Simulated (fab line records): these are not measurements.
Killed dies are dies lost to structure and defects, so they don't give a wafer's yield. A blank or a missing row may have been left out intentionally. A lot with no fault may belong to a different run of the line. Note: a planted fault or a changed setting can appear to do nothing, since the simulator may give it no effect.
Split-lot study -- flow n5Finfet -- 21 wafers read across 7 lots, on a route 1938 steps long

== ON THE SPLIT ==
At N5_BEOL_M6_ETCH_66 (etches SOC in N2/H2, target depth 80 nm, overetch 16 nm, time 120 s), the setting biasW was moved away from the recipe's 150 W on 5 of the 21 wafers read, by -13.3% to +5.1%. All remaining wafers had this setting at the recipe value.

The split's own step is where the reading is taken.

== THE READING ==
rfVppV, in V, at N5_BEOL_M6_ETCH_66 (etches SOC in N2/H2, target depth 80 nm, overetch 16 nm, time 120 s). Fault-free wafers of this fab line usually give 524.9 V, standard deviation 2.7 V.

wafer,"tool, chamber at the split","biasW as run, W",against the recipe,"rfVppV, V",against lot-mates on the recipe
L078.2,"rieDiel-03, 1",137.3,-8.5%,498.2,-24.1
L078.3,"rieDiel-03, 0",150,recipe,524.4,-
L078.5,"rieDiel-03, 2",150,recipe,520.3,-
L080.4,"rieDiel-03, 2",150,recipe,526.9,-
L080.5,"rieDiel-03, 2",150,recipe,528.9,-
L080.6,"rieDiel-03, 1",150,recipe,524.4,-
L076.1,"rieDiel-03, 1",150,recipe,525.0,-
L076.3,"rieDiel-03, 2",150,recipe,527.8,-
L076.4,"rieDiel-03, 0",150,recipe,523.3,-
L091.1,"rieDiel-02, 0",150,recipe,523.4,-
L091.3,"rieDiel-02, 1",150,recipe,529.4,-
L091.4,"rieDiel-02, 3",130.1,-13.3%,479.3,-47.1
L090.3,"rieDiel-06, 3",150,recipe,517.1,-
L090.4,"rieDiel-06, 1",150,recipe,521.6,-
L090.5,"rieDiel-06, 1",157.6,+5.1%,536.6,+17.2
L093.4,"rieDiel-03, 0",150,recipe,523.3,-
L093.5,"rieDiel-03, 1",150,recipe,525.4,-
L093.6,"rieDiel-03, 0",150,recipe,524.6,-
L095.1,"rieDiel-03, 1",150,recipe,526.4,-
L095.4,"rieDiel-03, 2",138.2,-7.9%,502.1,-24.3
L095.5,"rieDiel-03, 1",138.2,-7.9%,499.1,-27.3

FIT RESULTS
A straight line over all 21 wafers: rfVppV changes by +3.15 V for each +1% of biasW; r = +0.97; the points scatter about the line by 3.1 V.
The same after taking each lot's own level away (the mean of its wafers on the recipe; 21 wafers): +3.34 V for each +1%; r = +0.99; scatter 2.2 V.
That fit puts the effect of the largest move of biasW on the reading at 44 V.
The span of the lots' own levels, 519.35 to 526.73 V, comes to 2.7 times the standard deviation stated above.
So the lot-to-lot level changes the slope little: the two slopes agree.
Check: for one of the wafers moved furthest among these (-13.3%), held out of the fit, the line's prediction against its lot-mates is -41.9 V. Against them it came out at -47.1 V.
Tool readings at the split's step, against how far the setting was moved: rfVppV r = +0.97.

== FURTHER SPLITS ON THESE WAFERS ==
Before the reading, these wafers also passed through other splits. Each is held against what the fit with the lots' levels taken away leaves over:
other split on the same wafers,wafers away from the commonest value,r with rfVppV (lot level and that fit taken away)
N5_BEOL_M5_TRENCH_ETCH_37 timeS,3,+0.11
N5_BEOL_M6_COAT_22 spinRpm,5,-0.27

== THE FILE'S OWN FIT ==
rfVppV changes by +3.34 V for each +1% of biasW, r = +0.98.
